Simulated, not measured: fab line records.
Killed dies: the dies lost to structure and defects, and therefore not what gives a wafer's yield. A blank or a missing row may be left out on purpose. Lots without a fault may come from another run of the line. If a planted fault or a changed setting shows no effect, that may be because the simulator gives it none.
Which tool was responsible? -- flow nand harc -- 14 lots, 42 wafers sampled, at 5 steps of a route of 1159

== WHAT EACH GAUGE READ, for each wafer ==
NHARC_A_SOURCE_PLATE_INSPECT_08. Usual: raw defect count 62, standard deviation 24.
lot,measured,on,raw defect count,flag
L512,day 8 01:41,defect inspect-02,43 47 53,
L514,day 8 01:42,defect inspect-01,113 92 47,
L513,day 8 01:43,defect inspect-02,78 88 116,
L517,day 8 11:29,defect inspect-01,68 60 54,
L515,day 8 11:31,defect inspect-02,61 62 41,
L516,day 8 18:25,defect inspect-02,42 50 74,
L519,day 9 04:14,defect inspect-01,69 45 65,
L518,day 9 04:16,defect inspect-01,101 80 67,
L522,day 9 16:53,defect inspect-02,36 55 58,
L524,day 10 20:50,defect inspect-01,74 54 55,
L525,day 10 20:50,defect inspect-02,75 49 113,
L529,day 11 20:37,defect inspect-01,53 42 82,
L532,day 12 19:14,defect inspect-02,31 57 52,
L534,day 13 02:38,defect inspect-02,135 85 96,

NHARC_A_ONON_D1_THK_MEAS_24: measures by ellipsometry. Usual: thk nm 1002 nm, standard deviation 8.8.
lot,measured,on,thk nm (nm),flag
L512,day 8 12:59,film metro-02,988 987 986,
L514,day 8 12:47,film metro-01,991 991 993,
L513,day 8 13:07,film metro-01,1011 1012 1012,
L517,day 8 23:16,film metro-02,991 993 992,
L515,day 8 23:16,film metro-01,998 996 994,
L516,day 9 05:43,film metro-02,1003 1003 1004,
L519,day 9 15:22,film metro-02,1024 1026 1026,
L518,day 9 15:22,film metro-01,1004 1005 1007,
L522,day 10 06:21,film metro-02,996 997 998,
L524,day 11 10:22,film metro-02,1003 1006 1004,
L525,day 11 10:01,film metro-02,1003 1004 1002,
L529,day 12 09:20,film metro-02,1002 1001 1001,
L532,day 13 07:02,film metro-01,1774 1774 1775,OFF
L534,day 13 16:59,film metro-02,1758 1759 1758,OFF

NHARC_END_SORT_01. Usual: killed at array 28, standard deviation 8.6; killed at other 0.7, standard deviation 1.2; killed at periphery 3.1, standard deviation 2.3; killed dies 32, standard deviation 8.7; killed open 3.2, standard deviation 1.7; killed short 2.0, standard deviation 1.5.
lot,measured,on,killed at array,killed at other,killed at periphery,killed dies,killed open,killed short,flag
L532,day 24 20:11,prober-01,675 673 675,0 0 0,2 4 2,677 677 677,3 2 3,1 2 1,OFF
L534,day 25 15:51,prober-01,671 672 669,0 0 0,6 5 8,677 677 677,2 1 2,5 0 0,OFF

== WHAT TOOL EACH LOT RAN ON (gives the tool, then ch and the chambers of the sampled wafers, and finally the start) ==
lot,NHARC_A_ONON_D1_DEP_22,NHARC_A_ONON_D1_DEP_33
L512,"pecvd onon-02 ch 0, day 8 12:29","pecvd-03 ch 0,1,2, day 8 14:17"
L514,"pecvd onon-04 ch 0, day 8 12:17","pecvd-02 ch 0,2, day 8 14:12"
L513,"pecvd onon-03 ch 0, day 8 12:36","pecvd-01 ch 0,1, day 8 14:25"
L517,"pecvd onon-02 ch 0, day 8 22:45","pecvd-03 ch 1,2, day 9 00:32"
L515,"pecvd onon-04 ch 0, day 8 22:45","pecvd-02 ch 1,2, day 9 00:32"
L516,"pecvd onon-04 ch 0, day 9 05:19","pecvd-02 ch 1,2, day 9 06:58"
L519,"pecvd onon-04 ch 0, day 9 14:55","pecvd-02 ch 1,2, day 9 16:33"
L518,"pecvd onon-02 ch 0, day 9 14:51","pecvd-01 ch 0,1, day 9 16:40"
L522,"pecvd onon-02 ch 0, day 10 05:50","pecvd-02 ch 0,1,2, day 10 07:40"
L524,"pecvd onon-02 ch 0, day 11 09:52","pecvd-03 ch 0,1,2, day 11 11:42"
L525,"pecvd onon-02 ch 0, day 11 09:31","pecvd-02 ch 1,2, day 11 11:20"
L529,"pecvd onon-03 ch 0, day 12 08:49","pecvd-02 ch 0,1,2, day 12 10:32"
L532,"pecvd onon-04 ch 0, day 13 06:38","pecvd-01 ch 0,1,2, day 13 08:19"
L534,"pecvd onon-04 ch 0, day 13 16:35","pecvd-03 ch 0,1, day 13 18:24"
- NHARC_A_ONON_D1_DEP_22: target thk 1000 nm.
- NHARC_A_ONON_D1_DEP_33: deposits SiO2, target thk 200 nm.

== WHAT THE TOOLS THEMSELVES READ (means of the sampled wafers that have a number; where no wafer has one, the mark that the record gives instead) ==
NHARC_A_ONON_D1_DEP_22. Usual: nh3 flow sccm 499.8 sccm, standard deviation 1.4.
lot,tool,nh3 flow sccm (sccm),flag
L512,pecvd onon-02,498.9,
L514,pecvd onon-04,501.0,
L513,pecvd onon-03,498.5,
L517,pecvd onon-02,499.6,
L515,pecvd onon-04,500.1,
L516,pecvd onon-04,500.5,
L519,pecvd onon-04,499.7,
L518,pecvd onon-02,498.1,
L522,pecvd onon-02,501.4,
L524,pecvd onon-02,499.9,
L525,pecvd onon-02,500.8,
L529,pecvd onon-03,501.5,
L532,pecvd onon-04,498.7,
L534,pecvd onon-04,500.7,

NHARC_A_ONON_D1_DEP_33. Usual: heater power w 552 W, standard deviation 94; mfc precursor sccm 161.4 sccm, standard deviation 0.48; throttle valve pct 15.9 %, standard deviation 0.37.
lot,tool,heater power w (W),mfc precursor sccm (sccm),throttle valve pct (%),flag
L512,pecvd-03,583,161.3,15.7,
L514,pecvd-02,535,161.6,15.5,
L513,pecvd-01,584,161.5,16.5,
L517,pecvd-03,626,161.6,15.8,
L515,pecvd-02,674,161.5,15.8,
L516,pecvd-02,638,161.6,16.0,
L519,pecvd-02,546,161.8,15.9,
L518,pecvd-01,520,161.5,16.6,
L522,pecvd-02,526,161.2,15.9,
L524,pecvd-03,566,161.6,15.7,
L525,pecvd-02,620,161.0,16.0,
L529,pecvd-02,532,161.6,15.9,
L532,pecvd-01,557,161.2,16.3,
L534,pecvd-03,556,161.3,15.8,

== THE ANSWER, worked out from the rows above alone ==
Rule: lot off if the mean of its wafers having a number is beyond 3 standard deviations from the usual mean. A lot without any number at a reading at which 4 lots or more have one is off too. All remaining lots with rows at the step are treated as sound. Order of review: gauges by route order, followed by the tools' own readings, for which a lot's mean as printed above is used. The first step at which some lot is off is used, and at that step the reading that is off furthest; a lot without a number counts as furthest.
Off at NHARC_A_ONON_D1_THK_MEAS_24 (thk nm): L532, L534.
If a tool, at a process step before that reading, ran all the lots that are off and no sound lot after the first of them, it fits. The gauges at NHARC_A_ONON_D1_THK_MEAS_24 aren't tried: what is off there is off at NHARC_END_SORT_01 too, on other tools, and a gauge's error can't cause that. One fits: NHARC_A_ONON_D1_DEP_22 on pecvd onon-04. A fault onset in the window from L519 (day 9 14:55, its last sound lot) to L532 (day 13 06:38, its first lot off) fits.

== WHAT HAD BEEN PUT IN BY THE SIMULATOR ==
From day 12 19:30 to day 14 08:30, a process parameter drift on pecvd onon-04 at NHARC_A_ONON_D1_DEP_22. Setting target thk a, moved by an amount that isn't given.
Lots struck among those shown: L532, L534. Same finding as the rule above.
